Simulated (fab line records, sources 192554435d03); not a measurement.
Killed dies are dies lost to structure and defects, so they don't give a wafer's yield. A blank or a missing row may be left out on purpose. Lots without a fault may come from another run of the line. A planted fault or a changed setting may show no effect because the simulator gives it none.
fab line records | flow n5_finfet
record lots=6 wafers=17 last_day=16
route steps=1938 shown MIM_BOT_LITHO@1862 MIM_BOT_ETCH@1866 PASS1_CAP@1873 TV_LITHO@1875
lots that met no fault: from a run of the same line without faults
start_h: hours from the record's first day to the start of the lot's first wafer shown | wait_h: hours since the lot's step before | " the same as in the row above | L1.1+2: a row that stands for several wafers | - no value, or no start given | * or withheld: withheld | < > ~ a bound
route shown NAME@n: a module of which the file shows steps, and the number in the route of the first | usual: mean/standard deviation of fault-free wafers | same: alike in all rows | chamber/n: place in a boat | sites: the reading at each site | _std_site: their standard deviation | _edge_site: outer sites' mean less inner sites' | radius_mm: how far each site lies from the wafer's centre | mask NAME#n: copy n | behind: the tool/chamber that last shaped the wafer | hold: why the lot was held/for how many hours/how that ended | device: the transistor (n, p or np) that didn't switch | end of line: the same wafers' tests at the end of the route | a step without rows: its recipe alone | killed: dies lost to structure and defects at the first sort, not the wafer's yield | map: a wafer's dies, x killed, . not, _ none there
set.NAME: the setting as run; set.NAME@STEP: as run at that earlier step | model.NAME: the simulator's own value behind a step, which no gauge read
lots at some steps of the route; a table a step, a row a wafer
services: from which hour (start_h, from the record's first day; less than 0 if before it) a tool's chamber was out of use, for how many hours, and why
## steps
# step N5_MIM_BOT_LITHO_CD_MEAS_08
# recipe target_cd_nm=3000 landing_energy_ev=500 detector=se_inlens polarity=opening
# usual cd_nm=2999.9/1.5
# columns lot.wafer tool chamber start_h wait_h cd_nm
L617.2 cd_sem-02 0 264.77 - 3000.1
L617.3 " 0 " " 2999.8
L617.6 " 0 " " 2998.9
L626.4 cd_sem-02 0 303.45 - 3001.0
L626.5 " 0 " " 3000.1
L626.6 " 0 " " 3001.5
L630.2 cd_sem-01 0 341.84 - 2998.4
L630.4 " 0 " " 2999.4
L630.5 " 0 " " 2999.4
L633.2 cd_sem-01 0 353.76 - 2997.7
L633.3 " 0 " " 2996.9
L636.2 cd_sem-03 0 361.18 - 2999.0
L636.5 " 0 " " 2997.3
L636.6 " 0 " " 2996.4
L635.3 cd_sem-02 0 378.39 - 3000.0
L635.5 " 0 " " 3000.3
L635.6 " 0 " " 3001.5
# step N5_MIM_BOT_LITHO_OVL_MEAS_11
# recipe points_per_wafer=44
# usual MIM_BOT_OVL=-2/4.4
# columns lot.wafer tool chamber start_h wait_h MIM_BOT_OVL[nm]
L617.2 overlay-02 0 264.80 0.0 6
L617.3 " 0 " " -1
L617.6 " 0 " " -6
L626.4 overlay-02 0 303.48 0.0 4
L626.5 " 0 " " 2
L626.6 " 0 " " 2
L630.2 overlay-02 0 341.87 0.0 2
L630.4 " 0 " " 7
L630.5 " 0 " " 7
L633.2 overlay-01 0 353.79 0.0 -3
L633.3 " 0 " " 1
L636.2 overlay-02 0 361.21 0.0 -1
L636.5 " 0 " " 2
L636.6 " 0 " " 3
L635.3 overlay-02 0 378.42 0.0 -5
L635.5 " 0 " " -6
L635.6 " 0 " " -9
# step N5_MIM_BOT_LITHO_INSPECT_12
# recipe mode=adi inspect_instrument=macro
# usual raw_defect_count=2.1/1.4
# columns lot.wafer tool chamber start_h wait_h raw_defect_count
L617.2 defect_inspect-02 - 264.83 0.0 0
L617.3 " - " " 3
L617.6 " - " " 1
L626.4 defect_inspect-01 - 303.50 0.0 0
L626.5 " - " " 3
L626.6 " - " " 2
L630.2 defect_inspect-01 - 341.89 0.0 1
L630.4 " - " " 2
L630.5 " - " " 1
L633.2 defect_inspect-01 - 353.82 0.0 2
L633.3 " - " " 1
L636.2 defect_inspect-02 - 361.24 0.0 2
L636.5 " - " " 1
L636.6 " - " " 2
L635.3 defect_inspect-01 - 378.44 0.0 3
L635.5 " - " " 1
L635.6 " - " " 1
# step N5_MIM_BOT_LITHO_DESCUM_10
# recipe chemistry=O2 time_s=7.9 source_power_w=50 bias_power_w=20 pressure_mtorr=20 rf_frequency_hz=2.712e+07 temp_c=40 o2_flow_sccm=225
# usual drypump_motor_current_A=5.6/0.41 oes_product_au=0.82/0.077 rf_vpp_V=242.8/1.3 showerhead_plenum_p_Torr=2.07/0.072 throttle_valve_pct=20.39/0.17
# columns lot.wafer tool chamber start_h wait_h drypump_motor_current_A oes_product_au rf_hours_counter_h rf_vpp_V showerhead_plenum_p_Torr throttle_valve_pct
L617.2 rie_diel-06 0 264.86 0.0 4.8 0.81 88 243.9 2.20 20.61
L617.3 " 3 " " 5.7 0.93 10 243.7 2.15 20.52
L617.6 " 0 " " 4.8 0.81 - 245.0 2.20 20.61
L626.4 rie_diel-01 3 303.70 0.2 5.4 0.75 148 241.0 2.01 20.12
L626.5 " 0 " " 6.2 0.94 - 243.5 2.05 20.49
L626.6 " 1 " " 5.6 0.98 - 244.1 2.05 20.22
L630.2 rie_diel-01 2 341.93 0.0 5.3 0.73 179 240.4 2.00 20.39
L630.4 " 0 " " 6.2 0.89 - 243.2 2.05 20.53
L630.5 " 1 " " 5.6 0.92 - 242.1 2.05 20.24
L633.2 rie_diel-01 1 353.85 0.0 5.7 0.92 20 242.0 2.05 20.25
L633.3 " 0 " " 6.2 0.89 36 242.4 2.05 20.52
L636.2 rie_diel-05 2 361.59 0.3 5.7 0.79 132 241.3 2.00 20.66
L636.5 " 1 " " 6.1 0.81 - 242.1 2.12 20.25
L636.6 " 2 " " 5.7 0.79 - 241.9 2.00 20.64
L635.3 rie_diel-01 2 378.48 0.0 5.3 0.72 193 241.1 2.00 20.42
L635.5 " 2 " " 5.3 0.71 - 242.8 2.00 20.42
L635.6 " 1 " " 5.7 0.91 - 243.8 2.05 20.27
# step N5_MIM_BOT_ETCH_ETCH_04
# recipe chemistry=CF4/O2 target=SiNx target_depth_a=260 time_s=13 ion_energy_ev=100 pressure_mtorr=40 source_w=535 bias_w=49 Ar_flow_sccm=100 cf4_flow_sccm=100 O2_flow_sccm=10
# step N5_MIM_BOT_ETCH_ETCH_03
# recipe chemistry=Cl2/BCl3 target_depth_a=120 pressure_mtorr=8 icp_w=800 bias_w=100 Cl2_flow_sccm=20 bcl3_flow_sccm=80
# usual drypump_motor_current_A=5.92/0.3 oes_product_au=0.80/0.094 throttle_valve_pct=27.38/0.16
# columns lot.wafer tool chamber start_h wait_h drypump_motor_current_A oes_product_au rf_hours_counter_h throttle_valve_pct
L617.2 rie_metal-02 1 265.02 0.1 6.19 0.89 11 27.30
L617.3 " 0 " " 6.19 0.79 - 27.55
L617.6 " 1 " " 6.20 0.88 - 27.29
L626.4 rie_metal-03 1 303.89 0.1 5.81 0.74 - 27.33
L626.5 " 1 " " 5.80 0.74 - 27.31
L626.6 " 0 " " 6.12 0.63 - 27.33
L630.2 rie_metal-02 0 342.09 0.1 6.17 0.78 48 27.56
L630.4 " 1 " " 6.19 0.86 - 27.30
L630.5 " 0 " " 6.15 0.78 - 27.58
L633.2 rie_metal-02 1 354.01 0.1 6.14 0.85 21 27.31
L633.3 " 0 " " 6.15 0.77 - 27.58
L636.2 rie_metal-02 0 361.74 0.1 6.17 0.76 50 27.57
L636.5 " 0 " " 6.16 0.76 - 27.57
L636.6 " 1 " " 6.22 0.84 - 27.32
L635.3 rie_metal-02 0 378.66 0.1 6.13 0.77 - 27.56
L635.5 " 0 " " 6.14 0.77 - 27.58
L635.6 " 1 " " 6.19 0.84 - 27.32
# step N5_MIM_BOT_ETCH_ETCH_00
# recipe chemistry=Cl2/BCl3 target=TiN target_depth_a=455 ion_energy_ev=150 pressure_mtorr=10 icp_w=1000 bias_w=126 Cl2_flow_sccm=53.25 bcl3_flow_sccm=21.75 Ar_flow_sccm=25
# usual drypump_motor_current_A=5.92/0.3 mfc_ar_sccm=24.99/0.078 oes_product_au=0.80/0.092 throttle_valve_pct=21.76/0.16
# columns lot.wafer tool chamber start_h wait_h drypump_motor_current_A mfc_ar_sccm oes_product_au rf_hours_counter_h throttle_valve_pct
L617.2 rie_metal-02 1 265.11 0.1 6.21 24.96 0.88 11 21.60
L617.3 " 0 " " 6.13 24.98 0.80 - 21.83
L617.6 " 1 " " 6.22 24.90 0.89 - 21.59
L626.4 rie_metal-03 1 303.99 0.1 5.81 24.89 0.74 - 21.81
L626.5 " 1 " " 5.80 24.95 0.75 - 21.82
L626.6 " 0 " " 6.14 25.03 0.63 - 21.76
L630.2 rie_metal-02 0 342.18 0.1 6.17 24.94 0.78 48 21.87
L630.4 " 1 " " 6.21 24.88 0.86 - 21.61
L630.5 " 0 " " 6.16 24.83 0.77 - 21.88
L633.2 rie_metal-02 1 354.10 0.1 6.20 25.01 0.84 21 21.64
L633.3 " 0 " " 6.15 25.02 0.77 - 21.85
L636.2 rie_metal-02 0 361.83 0.1 6.17 24.88 0.78 50 21.86
L636.5 " 0 " " 6.14 25.04 0.77 - 21.86
L636.6 " 1 " " 6.16 25.05 0.84 - 21.61
L635.3 rie_metal-02 0 378.76 0.1 6.17 24.87 0.77 - 21.87
L635.5 " 0 " " 6.13 24.96 0.76 - 21.88
L635.6 " 1 " " 6.23 24.89 0.84 - 21.61
# step N5_MIM_BOT_ETCH_STRIP_01
# recipe chemistry=O2 power_w=600 temp_c=60 pressure_mtorr=30 rf_frequency_hz=6e+07 bias_power_w=0 overash_fraction=0.5 o2_flow_sccm=225
# usual drypump_motor_current_A=5.6/0.44 oes_product_au=0.82/0.064 rf_vpp_V=3.6/1.5 showerhead_plenum_p_Torr=2.09/0.08 throttle_valve_pct=16.64/0.18
# same overash_fraction=0.5
# columns lot.wafer tool chamber start_h wait_h drypump_motor_current_A oes_product_au rf_hours_counter_h rf_vpp_V showerhead_plenum_p_Torr throttle_valve_pct
L617.2 rie_diel-01 2 265.25 0.1 5.2 0.75 148 4.8 2.02 16.58
L617.3 " 3 " " 5.4 0.76 130 2.1 2.02 16.35
L617.6 " 0 " " 6.2 1.01 - 5.3 2.06 16.64
L626.4 rie_diel-06 1 304.11 0.1 6.2 0.79 - 3.1 2.22 16.81
L626.5 " 0 " " 4.8 0.81 - 3.3 2.20 16.88
L626.6 " 3 " " 5.7 0.89 - 1.2 2.15 16.73
L630.2 rie_diel-05 0 342.35 0.1 5.5 0.79 96 2.7 2.02 16.52
L630.4 " 3 " " 5.0 0.79 84 3.0 2.21 16.57
L630.5 " 1 " " 6.1 0.83 - 3.5 2.12 16.49
L633.2 rie_diel-06 3 354.24 0.1 5.7 0.86 48 1.8 2.14 16.82
L633.3 " 1 " " 6.2 0.79 108 2.7 2.21 16.87
L636.2 rie_diel-05 1 361.97 0.1 6.1 0.81 83 2.6 2.12 16.45
L636.5 " 2 " " 5.6 0.80 - 4.4 2.00 16.93
L636.6 " 3 " " 4.9 0.80 - 6.4 2.20 16.61
L635.3 rie_diel-05 0 378.86 0.1 5.5 0.78 108 4.0 2.02 16.48
L635.5 " 2 " " 5.7 0.78 - 3.9 2.00 16.93
L635.6 " 1 " " 6.1 0.81 - 2.8 2.12 16.46
# step N5_MIM_BOT_ETCH_STRIP_02
# recipe chemistry=post_etch_residue_remover time_s=1200 temp_c=72.5
# step N5_MIM_BOT_ETCH_CLEAN_05
# recipe chemistry=IPA time_s=180 temp_c=25
# step N5_MIM_BOT_ETCH_SRD_06
# recipe dry=ipa_marangoni time_s=30 temp_c=23 rinse_liquid=diw
# step N5_PASSIVATION_PECVD_55
# recipe material=SiO2 target_thk_a=4000 temp_c=400 precursor=SiH4/N2O pressure_torr=2.7 rf_w=608 time_s=22.5
# usual heater_power_w=663/120 showerhead_plenum_p_Torr=8.12/0.11 throttle_valve_pct=49.5/2.8
# columns lot.wafer tool chamber start_h wait_h heater_power_w showerhead_plenum_p_Torr throttle_valve_pct
L617.2 pecvd-02 1 265.75 0.0 632 8.02 47.6
L617.3 " 2 " " 758 8.19 47.1
L617.6 " 1 " " 640 7.98 47.4
L626.4 pecvd-02 2 304.61 0.0 758 8.21 47.4
L626.5 " 1 " " 604 8.00 47.2
L626.6 " 2 " " 783 8.19 47.2
L630.2 pecvd-02 1 342.85 0.0 586 8.00 47.5
L630.4 " 1 " " 591 8.00 47.4
L630.5 " 2 " " 707 8.19 47.4
L633.2 pecvd-02 2 354.78 0.0 706 8.20 47.7
L633.3 " 0 " " 653 8.05 48.9
L636.2 pecvd-04 1 362.52 0.0 431 7.96 51.9
L636.5 " 2 " " 736 8.34 44.8
L636.6 " 0 " " 501 8.08 49.6
L635.3 pecvd-03 2 379.36 0.0 880 8.01 51.9
L635.5 " 2 " " 925 8.01 51.8
L635.6 " 0 " " 715 8.13 55.1
# step N5_PASSIVATION_PECVD_01
# recipe material=SiNx target_thk_a=2000 temp_c=400 precursor=SiH4/NH3/N2 pressure_torr=4.9 rf_w=1406 time_s=43.2
# usual heater_power_w=397/130 showerhead_plenum_p_Torr=8.64/0.079 throttle_valve_pct=28.0/1.5
# columns lot.wafer tool chamber start_h wait_h heater_power_w showerhead_plenum_p_Torr throttle_valve_pct model.SiNx_of_PASSIVATION_PECVD_01.thk_nm
L617.2 pecvd-02 1 265.79 0.0 290 8.57 27.1 196.2
L617.3 " 2 " " 523 8.71 26.9 198.2
L617.6 " 1 " " 297 8.56 27.0 199.6
L626.4 pecvd-02 2 304.67 0.0 513 8.71 26.4 200
L626.5 " 1 " " 349 8.57 26.7 200.4
L626.6 " 2 " " 527 8.70 26.6 198.2
L630.2 pecvd-02 1 342.88 0.0 326 8.58 27.2 155.2
L630.4 " 1 " " 332 8.58 26.9 156.8
L630.5 " 2 " " 525 8.70 27.1 200.4
L633.2 pecvd-02 2 354.81 0.0 517 8.72 27.0 159.6
L633.3 " 0 " " 444 8.60 27.6 200.2
L636.2 pecvd-04 1 362.56 0.0 126 8.55 29.4 194.6
L636.5 " 2 " " 456 8.79 25.5 200.2
L636.6 " 0 " " 275 8.65 28.3 198
L635.3 pecvd-03 2 379.40 0.0 620 8.59 29.1 198.2
L635.5 " 2 " " 611 8.61 29.4 201.2
L635.6 " 0 " " 475 8.65 31.0 200.4
# step N5_PASSIVATION_HMDS_03
# recipe time_s=60 temp_c=120
## services
# columns tool chamber start_h hours kind
rie_diel-01 0 246.77 - clean
rie_diel-01 0 246.77 - consumable_replace:focus_ring
rie_diel-01 0 246.77 17.1 scheduled_down
rie_diel-01 0 246.77 17.1 vent_cycle
rie_diel-06 0 248.46 12.2 repair
rie_diel-06 2 253.30 11.7 repair
pecvd-04 0 258.64 22.5 repair
rie_diel-01 1 263.83 - clean
rie_diel-01 1 263.83 - consumable_replace:focus_ring
rie_diel-01 1 263.83 23.1 scheduled_down
rie_diel-01 1 263.83 23.1 vent_cycle
pecvd-02 2 274.35 22.4 repair
rie_diel-06 2 297.24 - clean
pecvd-04 0 298.85 17.7 repair
pecvd-02 0 303.38 4.9 repair
pecvd-04 - 321.96 2.3 repair
rie_diel-06 0 323.11 6.4 repair
rie_diel-05 - 328.94 1.0 repair
rie_diel-06 1 331.98 7.0 repair
rie_diel-01 3 338.74 10.4 repair
rie_diel-06 2 343.55 9.0 repair
rie_diel-01 1 346.23 5.1 repair
pecvd-03 - 347.35 0.7 repair
pecvd-02 1 375.39 12.3 repair
## key
first_sign none at tools or gauges
model_effect step=N5_PASSIVATION_PECVD_01 value=SiNx_of_PASSIVATION_PECVD_01.thk_nm without=200.1 struck=157.2
met_at N5_PASSIVATION_PECVD_01
struck_wafers L630.2,L630.4,L633.2
onset_between 304.67 342.88
fault kind=process_parameter_drift tool=pecvd-02 chamber=- onset_h=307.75 steps=N5_PASSIVATION_PECVD_01 channel=time_s offset=* shape=step end_h=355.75 scope=struck_wafers_only acts_in=* stated=*
